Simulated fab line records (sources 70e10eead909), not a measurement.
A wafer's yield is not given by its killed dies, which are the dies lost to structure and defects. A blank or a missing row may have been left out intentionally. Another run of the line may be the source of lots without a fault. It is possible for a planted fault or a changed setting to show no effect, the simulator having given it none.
fab line records	flow nandHarc
record: lots: 7	wafers: 21	lastDay: 32
route steps=1302 shown A_ONON_D1@438 A_CHANNEL_HOLE_D1@450 END@1302
lots untouched by any fault: they come from a run of this same line in which no faults occurred
startH: start of the lot's first displayed wafer, in hours after the record's first day	waitH: hours from the lot's prior step to this one	" as in the row above	L1.1+2: a single row standing in for several wafers	- no value, or no start was given	* or withheld: withheld	< > ~ a bound
route shown NAME@n: a module of which the file shows steps, and the number in the route of the first	usual: the fault-free wafers' mean and standard deviation	same: alike in all rows	chamber/n: place in a boat	sites: per-site readings	_std_site: standard deviation of those values	_edge_site: outer sites' mean less inner sites'	radiusMm: for every site, how far away it sits from the centre of the wafer	mask NAME#n: copy n	behind: the tool/chamber that last shaped the wafer	hold: what put the lot on hold/how long, in hours/how the hold closed	device: transistor that didn't switch, given as n, p or np	end of line: the tests these same wafers got at the end of their route	a step given without rows: its recipe and nothing more	killed: not the wafer's yield, but the dies lost to structure and defects at the first sort	map: the dies of a wafer, with x for killed, . for not killed, _ for no die there
set.NAME: the run value of the setting; set.NAME@STEP: its run value at that earlier step	model.NAME: the simulator's own value behind a step, which no gauge read
lots at some steps of the route; a table a step, a row a wafer
services: from which hour (startH, from the record's first day; less than 0 if before it) a tool's chamber was out of use, for how many hours, and why
== steps ==
step: NHARC_A_ONON_D1_DEP_19
recipe: targetThkA: 10000	n2FlowSccm: 2750	n2oFlowSccm: 2000	nh3FlowSccm: 500	sih4FlowSccm: 210	tempC: 400
step: NHARC_A_ONON_D1_THK_MEAS_21
recipe: thkMeasGauge: ellipsometry
usual: thkNm: 1005/11
lot.wafer	tool	chamber	startH	waitH	thkNm
L106.3	filmMetro-01	-	186.35	-	1011
L106.5	"	-	"	"	1010
L106.6	"	-	"	"	1009
L110.2	filmMetro-02	-	220.94	-	995
L110.4	"	-	"	"	996
L110.6	"	-	"	"	996
L113.3	filmMetro-02	-	256.94	-	1003
L113.4	"	-	"	"	1004
L113.6	"	-	"	"	1005
L117.2	filmMetro-02	-	286.66	-	998
L117.4	"	-	"	"	1000
L117.6	"	-	"	"	998
L120.2	filmMetro-02	-	320.07	-	1019
L120.5	"	-	"	"	1018
L120.6	"	-	"	"	1020
L119.1	filmMetro-01	-	320.08	-	1022
L119.3	"	-	"	"	1022
L119.5	"	-	"	"	1023
L125.1	filmMetro-01	-	392.76	-	993
L125.3	"	-	"	"	992
L125.4	"	-	"	"	994
step: NHARC_A_ONON_D1_DEP_22
recipe: targetThkA: 10000	n2FlowSccm: 2750	n2oFlowSccm: 2000	nh3FlowSccm: 500	sih4FlowSccm: 210	tempC: 400
step: NHARC_A_ONON_D1_THK_MEAS_24
recipe: thkMeasGauge: ellipsometry
usual: thkNm: 1000/9.7
lot.wafer	tool	chamber	startH	waitH	thkNm
L106.3	filmMetro-01	-	186.92	-	1018
L106.5	"	-	"	"	1018
L106.6	"	-	"	"	1019
L110.2	filmMetro-02	-	221.51	-	993
L110.4	"	-	"	"	991
L110.6	"	-	"	"	993
L113.3	filmMetro-01	-	257.51	-	1003
L113.4	"	-	"	"	1000
L113.6	"	-	"	"	1003
L117.2	filmMetro-01	-	287.23	-	1000
L117.4	"	-	"	"	998
L117.6	"	-	"	"	999
L120.2	filmMetro-02	-	320.63	-	998
L120.5	"	-	"	"	999
L120.6	"	-	"	"	999
L119.1	filmMetro-01	-	320.64	-	997
L119.3	"	-	"	"	996
L119.5	"	-	"	"	998
L125.1	filmMetro-01	-	393.33	-	994
L125.3	"	-	"	"	992
L125.4	"	-	"	"	992
step: NHARC_A_ONON_D1_DEP_25
recipe: targetThkA: 10000	n2FlowSccm: 2750	n2oFlowSccm: 2000	nh3FlowSccm: 500	sih4FlowSccm: 210	tempC: 400
step: NHARC_A_ONON_D1_THK_MEAS_27
recipe: thkMeasGauge: ellipsometry
usual: thkNm: 1000/14
lot.wafer	tool	chamber	startH	waitH	thkNm
L106.3	filmMetro-01	-	187.49	-	1009
L106.5	"	-	"	"	1008
L106.6	"	-	"	"	1005
L110.2	filmMetro-01	-	222.08	-	1013
L110.4	"	-	"	"	1014
L110.6	"	-	"	"	1014
L113.3	filmMetro-02	-	258.07	-	1020
L113.4	"	-	"	"	1020
L113.6	"	-	"	"	1021
L117.2	filmMetro-01	-	287.80	-	994
L117.4	"	-	"	"	995
L117.6	"	-	"	"	994
L120.2	filmMetro-02	-	321.20	-	1013
L120.5	"	-	"	"	1014
L120.6	"	-	"	"	1013
L119.1	filmMetro-01	-	321.22	-	1022
L119.3	"	-	"	"	1022
L119.5	"	-	"	"	1025
L125.1	filmMetro-02	-	393.89	-	993
L125.3	"	-	"	"	992
L125.4	"	-	"	"	992
step: NHARC_A_ONON_D1_DEP_28
recipe: targetThkA: 10000	n2FlowSccm: 2750	n2oFlowSccm: 2000	nh3FlowSccm: 500	sih4FlowSccm: 210	tempC: 400
step: NHARC_A_ONON_D1_THK_MEAS_30
recipe: thkMeasGauge: ellipsometry
usual: thkNm: 1004/11
lot.wafer	tool	chamber	startH	waitH	thkNm
L106.3	filmMetro-02	-	188.06	-	995
L106.5	"	-	"	"	995
L106.6	"	-	"	"	996
L110.2	filmMetro-02	-	222.65	-	1017
L110.4	"	-	"	"	1017
L110.6	"	-	"	"	1017
L113.3	filmMetro-01	-	258.63	-	989
L113.4	"	-	"	"	990
L113.6	"	-	"	"	990
L117.2	filmMetro-02	-	288.37	-	998
L117.4	"	-	"	"	998
L117.6	"	-	"	"	1001
L120.2	filmMetro-02	-	321.77	-	1011
L120.5	"	-	"	"	1011
L120.6	"	-	"	"	1010
L119.1	filmMetro-01	-	321.81	-	999
L119.3	"	-	"	"	999
L119.5	"	-	"	"	998
L125.1	filmMetro-02	-	394.45	-	1001
L125.3	"	-	"	"	1002
L125.4	"	-	"	"	1000
step: NHARC_A_ONON_D1_DEP_33
recipe: targetThkA: 2000	tempC: 400	pressureTorr: 6.5	rfW: 900	teosFlowSccm: 161.4	flowSccm: 2650	targetThkNm: 200	gas: O2	material: SiO2
usual: heaterPowerOuterW: 297/62	heaterPowerW: 549/86	throttleValvePct: 15.8/0.49
lot.wafer	tool	chamber	startH	waitH	heaterPowerOuterW	heaterPowerW	throttleValvePct
L106.3	pecvd-02	2	188.11	0.1	252	585	15.6
L106.5	"	2	"	"	262	583	15.9
L106.6	"	1	"	"	348	626	16.0
L110.2	pecvd-03	0	222.79	0.1	321	603	16.2
L110.4	"	0	"	"	333	614	16.1
L110.6	"	1	"	"	198	413	16.0
L113.3	pecvd-01	1	258.74	0.1	420	693	14.7
L113.4	"	0	"	"	329	585	15.5
L113.6	"	1	"	"	417	695	14.9
L117.2	pecvd-03	1	288.47	0.1	305	546	15.7
L117.4	"	1	"	"	195	409	15.6
L117.6	"	2	"	"	278	480	15.9
L119.1	pecvd-02	1	321.87	0.1	238	484	15.9
L119.3	"	0	"	"	246	478	15.5
L119.5	"	1	"	"	251	505	16.0
L120.2	pecvd-03	2	321.87	0.1	269	466	16.2
L120.6	"	2	"	"	282	473	15.9
L120.5	"	0	"	"	295	558	16.2
L125.1	pecvd-03	2	394.51	0.1	270	489	15.2
L125.3	"	0	"	"	393	705	16.2
L125.4	"	2	"	"	282	487	15.2
step: NHARC_A_ONON_D1_THK_MEAS_34
recipe: thkMeasGauge: ellipsometry
usual: thkNm: 201.0/2.6
lot.wafer	tool	chamber	startH	waitH	thkNm
L106.3	filmMetro-02	-	188.53	-	195.6
L106.5	"	-	"	"	201.2
L106.6	"	-	"	"	200.4
L110.2	filmMetro-01	-	223.19	-	200.7
L110.4	"	-	"	"	202.0
L110.6	"	-	"	"	206.0
L113.3	filmMetro-01	-	259.11	-	200.0
L113.4	"	-	"	"	204.9
L113.6	"	-	"	"	202.3
L117.2	filmMetro-01	-	288.84	-	196.7
L117.4	"	-	"	"	201.3
L117.6	"	-	"	"	201.4
L120.2	filmMetro-02	-	322.24	-	198.3
L120.5	"	-	"	"	204.9
L120.6	"	-	"	"	204.8
L119.1	filmMetro-01	-	322.28	-	201.3
L119.3	"	-	"	"	200.0
L119.5	"	-	"	"	204.7
L125.1	filmMetro-01	-	394.92	-	198.8
L125.3	"	-	"	"	198.3
L125.4	"	-	"	"	199.9
step: NHARC_A_ONON_D1_INSPECT_32
usual: rawDefectCount: 74/26
lot.wafer	tool	chamber	startH	waitH	rawDefectCount
L106.3	defectInspect-02	-	188.61	0.0	59
L106.5	"	-	"	"	63
L106.6	"	-	"	"	49
L110.2	defectInspect-02	-	223.25	0.0	82
L110.4	"	-	"	"	49
L110.6	"	-	"	"	73
L113.3	defectInspect-02	-	259.19	0.0	39
L113.4	"	-	"	"	78
L113.6	"	-	"	"	64
L117.2	defectInspect-01	-	288.90	0.0	86
L117.4	"	-	"	"	89
L117.6	"	-	"	"	140
L120.2	defectInspect-02	-	322.30	0.0	55
L120.5	"	-	"	"	89
L120.6	"	-	"	"	123
L119.1	defectInspect-01	-	322.37	0.0	59
L119.3	"	-	"	"	60
L119.5	"	-	"	"	55
L125.1	defectInspect-01	-	395.00	0.0	50
L125.3	"	-	"	"	47
L125.4	"	-	"	"	51
step: NHARC_A_CHANNEL_HOLE_D1_DEP_00
recipe: targetThkA: 31000	tempC: 400	material: aC
usual: throttleValvePct: 34.999/0.0099
lot.wafer	tool	chamber	startH	waitH	throttleValvePct
L106.3	aclDep-02	0	191.86	3.2	35.013
L106.5	"	0	"	"	35.002
L106.6	"	0	"	"	34.994
L110.2	aclDep-02	0	223.64	0.4	35.001
L110.4	"	0	"	"	35.014
L110.6	"	0	"	"	35.014
L113.3	aclDep-03	0	263.07	3.9	35.003
L113.4	"	0	"	"	35.004
L113.6	"	0	"	"	35.001
L117.2	aclDep-01	0	291.39	2.5	35.017
L117.4	"	0	"	"	34.997
L117.6	"	0	"	"	35.006
L120.2	aclDep-01	0	322.87	0.6	35.017
L120.5	"	0	"	"	34.992
L120.6	"	0	"	"	35.011
L120.2	aclDep-02	0	326.02	2.8	34.994
L120.5	"	0	"	"	35.015
L120.6	"	0	"	"	35.011
L119.1	aclDep-02	0	323.83	1.5	35.000
L119.3	"	0	"	"	35.007
L119.5	"	0	"	"	34.999
L119.1	aclDep-02	0	327.56	3.4	34.996
L119.3	"	0	"	"	35.014
L119.5	"	0	"	"	34.995
L125.1	aclDep-02	0	396.33	1.3	35.003
L125.3	"	0	"	"	34.981
L125.4	"	0	"	"	34.990
L125.1	aclDep-01	0	399.10	2.4	35.007
L125.3	"	0	"	"	34.999
L125.4	"	0	"	"	34.998
step: NHARC_A_CHANNEL_HOLE_D1_DEP_01
recipe: targetThkA: 1400	targetThkNm: 140	tempC: 400	pressureTorr: 3.5	flowSccm: 200	rfW: 350	material: SiON
usual: heaterPowerOuterW: 454/55	heaterPowerW: 767/67
lot.wafer	tool	chamber	startH	waitH	heaterPowerOuterW	heaterPowerW
L106.3	pecvd-04	0	193.22	1.0	447	744
L106.6	"	1	"	"	480	763
L106.5	"	2	"	"	407	710
L110.2	pecvd-01	0	225.31	1.3	431	710
L110.4	"	2	"	"	427	753
L110.6	"	0	"	"	427	719
L113.3	pecvd-02	1	264.41	1.0	482	807
L113.4	"	1	"	"	496	805
L113.6	"	2	"	"	445	812
L117.2	pecvd-02	2	293.47	1.8	443	775
L117.4	"	1	"	"	495	834
L117.6	"	2	"	"	437	817
L120.2	pecvd-04	1	327.75	1.4	474	790
L120.6	"	1	"	"	484	770
L120.5	"	0	"	"	474	782
L119.1	pecvd-01	2	329.60	1.7	438	730
L119.3	"	0	"	"	492	802
L119.5	"	2	"	"	429	729
L125.3	pecvd-01	2	401.46	1.4	481	781
L125.1	"	0	"	"	495	761
L125.4	"	0	"	"	496	792
step: NHARC_END_SORT_01
recipe: tempC: 25
usual: killedAtArray: 62/16	killedAtOther: 0.8/1.1	killedAtPeriphery: 4/3.2	killedDies: 67/16	killedOpen: 3.5/1.9	killedShort: 2.1/1.5
same: grossDies: 677
lot.wafer	tool	chamber	startH	waitH	killedAtArray	killedAtOther	killedAtPeriphery	killedDies	killedOpen	killedShort
L119.1	prober-01	0	698.04	2.5	674	2	1	677	2	1
L119.3	prober-01	0	699.64	3.1	672	3	2	677	6	2
L119.5	prober-01	0	701.23	3.7	673	0	4	677	4	0
L120.2	prober-02	0	698.81	2.8	673	0	4	677	3	3
L120.5	prober-02	0	701.17	3.6	675	0	2	677	4	0
L120.6	prober-02	0	701.96	3.9	672	0	5	677	5	2
L125.1	prober-02	0	772.64	2.5	665	1	11	677	3	1
L125.3	prober-02	0	774.23	3.1	671	0	6	677	1	0
L125.4	prober-02	0	775.03	3.4	666	2	9	677	3	2
killed by level:class
L119.1 A_CHANNEL_HOLE_D1:areaDep=612 A_SLIT:chamberFilmFlake=26 A_CHANNEL_HOLE_D2:chamberFilmFlake=15 A_CONTACT:chamberFilmFlake=8 A_STAIRCASE:chamberFilmFlake=4 A_CHANNEL_HOLE_D1:chamberFilmFlake=3 THIN_TSV:chamberFilmFlake=2 A_ONON_D2:geometricParticle:short=1
L120.2 A_CHANNEL_HOLE_D1:areaDep=627 A_CHANNEL_HOLE_D1:chamberFilmFlake=26 A_SLIT:chamberFilmFlake=4 A_CONTACT:chamberFilmFlake=4 P_GATE:chamberFilmFlake=3 A_ONON_D2:geometricParticle:short=2 A_DECK1_JOINT:chamberFilmFlake=2 A_STAIRCASE:chamberFilmFlake=2
L119.3 A_CHANNEL_HOLE_D1:areaDep=618 A_SLIT:chamberFilmFlake=27 A_CHANNEL_HOLE_D2:chamberFilmFlake=11 A_CONTACT:chamberFilmFlake=6 A_CHANNEL_HOLE_D1:chamberFilmFlake=3 THIN_TSV:chamberFilmFlake=3 P_M1:geometricParticle:open=1 A_ONON_D1:geometricParticle:open=1
L120.5 A_CHANNEL_HOLE_D1:areaDep=620 A_CHANNEL_HOLE_D1:chamberFilmFlake=37 A_CONTACT:chamberFilmFlake=5 A_SLIT:chamberFilmFlake=3 P_GATE:chamberFilmFlake=2 A_CHANNEL_FILL_D1:chamberFilmFlake=2 A_STAIRCASE:chamberFilmFlake=2 A_WL_FILL:chamberFilmFlake=2
L119.5 A_CHANNEL_HOLE_D1:areaDep=615 A_CHANNEL_HOLE_D2:chamberFilmFlake=21 A_SLIT:chamberFilmFlake=20 A_CHANNEL_HOLE_D1:chamberFilmFlake=5 A_CONTACT:chamberFilmFlake=4 A_ONON_D2:geometricParticle:open=2 A_STAIRCASE:chamberFilmFlake=2 A_WL_FILL:chamberFilmFlake=2
L120.6 A_CHANNEL_HOLE_D1:areaDep=605 A_CHANNEL_HOLE_D1:chamberFilmFlake=42 A_CONTACT:chamberFilmFlake=10 A_SLIT:chamberFilmFlake=4 A_STAIRCASE:chamberFilmFlake=3 A_DECK1_JOINT:chamberFilmFlake=2 P_GATE:geometricParticle:open=1 P_M0:geometricParticle:open=1
L125.1 A_CHANNEL_HOLE_D1:areaDep=606 A_CHANNEL_HOLE_D2:chamberFilmFlake=25 A_SLIT:chamberFilmFlake=23 P_BONDPAD:chamberFilmFlake=7 A_CONTACT:chamberFilmFlake=3 P_ZERO_WELL:chamberFilmFlake=2 A_CHANNEL_HOLE_D1:unspecified=2 A_CHANNEL_HOLE_D1:chamberFilmFlake=2
L125.3 A_CHANNEL_HOLE_D1:areaDep=580 A_SLIT:chamberFilmFlake=38 A_CHANNEL_HOLE_D2:chamberFilmFlake=34 A_CONTACT:chamberFilmFlake=10 P_ZERO_WELL:chamberFilmFlake=3 A_CHANNEL_FILL_D2:chamberFilmFlake=3 P_BONDPAD:chamberFilmFlake=2 A_CHANNEL_HOLE_D1:unspecified=2
L125.4 A_CHANNEL_HOLE_D1:areaDep=592 A_CHANNEL_HOLE_D2:chamberFilmFlake=30 A_SLIT:chamberFilmFlake=28 A_CONTACT:chamberFilmFlake=8 P_BONDPAD:chamberFilmFlake=7 A_ONON_D1:geometricParticle:open=2 THIN_TSV:chamberFilmFlake=2 P_STI:geometricParticle:short=1
map L119.1 (x killed, . not)
____________x____________
_________xxxxxxx_________
_______xxxxxxxxxxx_______
______xxxxxxxxxxxxx______
_____xxxxxxxxxxxxxxx_____
____xxxxxxxxxxxxxxxxx____
____xxxxxxxxxxxxxxxxx____
___xxxxxxxxxxxxxxxxxxx___
___xxxxxxxxxxxxxxxxxxx___
__xxxxxxxxxxxxxxxxxxxxx__
__xxxxxxxxxxxxxxxxxxxxx__
_xxxxxxxxxxxxxxxxxxxxxxx_
_xxxxxxxxxxxxxxxxxxxxxxx_
_xxxxxxxxxxxxxxxxxxxxxxx_
_xxxxxxxxxxxxxxxxxxxxxxx_
_xxxxxxxxxxxxxxxxxxxxxxx_
xxxxxxxxxxxxxxxxxxxxxxxxx
xxxxxxxxxxxxxxxxxxxxxxxxx
xxxxxxxxxxxxxxxxxxxxxxxxx
xxxxxxxxxxxxxxxxxxxxxxxxx
xxxxxxxxxxxxxxxxxxxxxxxxx
_xxxxxxxxxxxxxxxxxxxxxxx_
_xxxxxxxxxxxxxxxxxxxxxxx_
_xxxxxxxxxxxxxxxxxxxxxxx_
_xxxxxxxxxxxxxxxxxxxxxxx_
_xxxxxxxxxxxxxxxxxxxxxxx_
__xxxxxxxxxxxxxxxxxxxxx__
__xxxxxxxxxxxxxxxxxxxxx__
___xxxxxxxxxxxxxxxxxxx___
___xxxxxxxxxxxxxxxxxxx___
____xxxxxxxxxxxxxxxxx____
____xxxxxxxxxxxxxxxxx____
_____xxxxxxxxxxxxxxx_____
______xxxxxxxxxxxxx______
_______xxxxxxxxxxx_______
_________xxxxxxx_________
____________x____________
map L120.2 (x killed, . not)
____________x____________
_________xxxxxxx_________
_______xxxxxxxxxxx_______
______xxxxxxxxxxxxx______
_____xxxxxxxxxxxxxxx_____
____xxxxxxxxxxxxxxxxx____
____xxxxxxxxxxxxxxxxx____
___xxxxxxxxxxxxxxxxxxx___
___xxxxxxxxxxxxxxxxxxx___
__xxxxxxxxxxxxxxxxxxxxx__
__xxxxxxxxxxxxxxxxxxxxx__
_xxxxxxxxxxxxxxxxxxxxxxx_
_xxxxxxxxxxxxxxxxxxxxxxx_
_xxxxxxxxxxxxxxxxxxxxxxx_
_xxxxxxxxxxxxxxxxxxxxxxx_
_xxxxxxxxxxxxxxxxxxxxxxx_
xxxxxxxxxxxxxxxxxxxxxxxxx
xxxxxxxxxxxxxxxxxxxxxxxxx
xxxxxxxxxxxxxxxxxxxxxxxxx
xxxxxxxxxxxxxxxxxxxxxxxxx
xxxxxxxxxxxxxxxxxxxxxxxxx
_xxxxxxxxxxxxxxxxxxxxxxx_
_xxxxxxxxxxxxxxxxxxxxxxx_
_xxxxxxxxxxxxxxxxxxxxxxx_
_xxxxxxxxxxxxxxxxxxxxxxx_
_xxxxxxxxxxxxxxxxxxxxxxx_
__xxxxxxxxxxxxxxxxxxxxx__
__xxxxxxxxxxxxxxxxxxxxx__
___xxxxxxxxxxxxxxxxxxx___
___xxxxxxxxxxxxxxxxxxx___
____xxxxxxxxxxxxxxxxx____
____xxxxxxxxxxxxxxxxx____
_____xxxxxxxxxxxxxxx_____
______xxxxxxxxxxxxx______
_______xxxxxxxxxxx_______
_________xxxxxxx_________
____________x____________
== services ==
tool	chamber	startH	hours	kind
pecvd-03	-	185.22	13.0	pm
pecvd-03	0	185.22	13.0	ventCycle
pecvd-03	1	185.22	13.0	ventCycle
pecvd-03	2	185.22	13.0	ventCycle
pecvd-02	-	188.87	0.2	repair
aclDep-01	-	192.51	13.0	pm
pecvd-03	0	198.22	-	clean
pecvd-03	1	198.22	-	clean
pecvd-03	2	198.22	-	clean
pecvd-04	-	209.12	1.7	repair
pecvd-02	-	227.04	13.0	pm
pecvd-02	0	227.04	13.0	ventCycle
pecvd-04	0	240.51	14.3	repair
aclDep-02	-	242.88	13.0	pm
pecvd-04	-	266.87	1.1	repair
pecvd-04	-	269.99	13.0	pm
aclDep-03	-	303.21	13.0	pm
pecvd-04	0	309.54	7.7	repair
pecvd-01	-	311.68	13.0	pm
pecvd-02	0	325.53	6.8	repair
pecvd-04	0	362.24	26.8	repair
pecvd-03	-	366.22	13.0	pm
aclDep-01	-	373.51	13.0	pm
pecvd-02	-	388.33	2.9	repair
== key ==
firstSign: step: NHARC_A_CHANNEL_HOLE_D1_DEP_00	reading: visit	direction: added
effect: step: NHARC_END_SORT_01	reading: killedAtArray	direction: up	sigmas: 37	usual: 62	struck: 671
moreKillsBornAt: NHARC_A_CHANNEL_HOLE_D1_DEP_00@aclDep-02: 3697	NHARC_A_CHANNEL_HOLE_D1_DEP_00@aclDep-01: 1778
metAt NHARC_A_CHANNEL_HOLE_D1_DEP_00
struckWafers L119.1,L119.3,L119.5,L120.2,L120.5,L120.6,L125.1,L125.3,L125.4
laterRowsLeftOut L119.1,L119.3,L119.5,L120.2,L120.5,L120.6,L125.1,L125.3,L125.4
testerLeftOut L119,L120,L125
fault: kind: repeatedStepWhole	tool: aclDep-01,aclDep-02,aclDep-03	chamber: -	onsetH: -	steps: NHARC_A_CHANNEL_HOLE_D1_DEP_00	times: 1	scope: struckLotsOnly
testerLeftOut: of these lots the tester's yield and bins aren't shown, on N5 and GAA mostly nor the transistor test; their killed dies are dies lost to structure and defects alone, not to doping, threshold or leakage, so they don't give the yield
laterRowsLeftOut: the simulator's readings of these wafers behind a module that went badly wrong aren't trusted and aren't shown, but for the sort
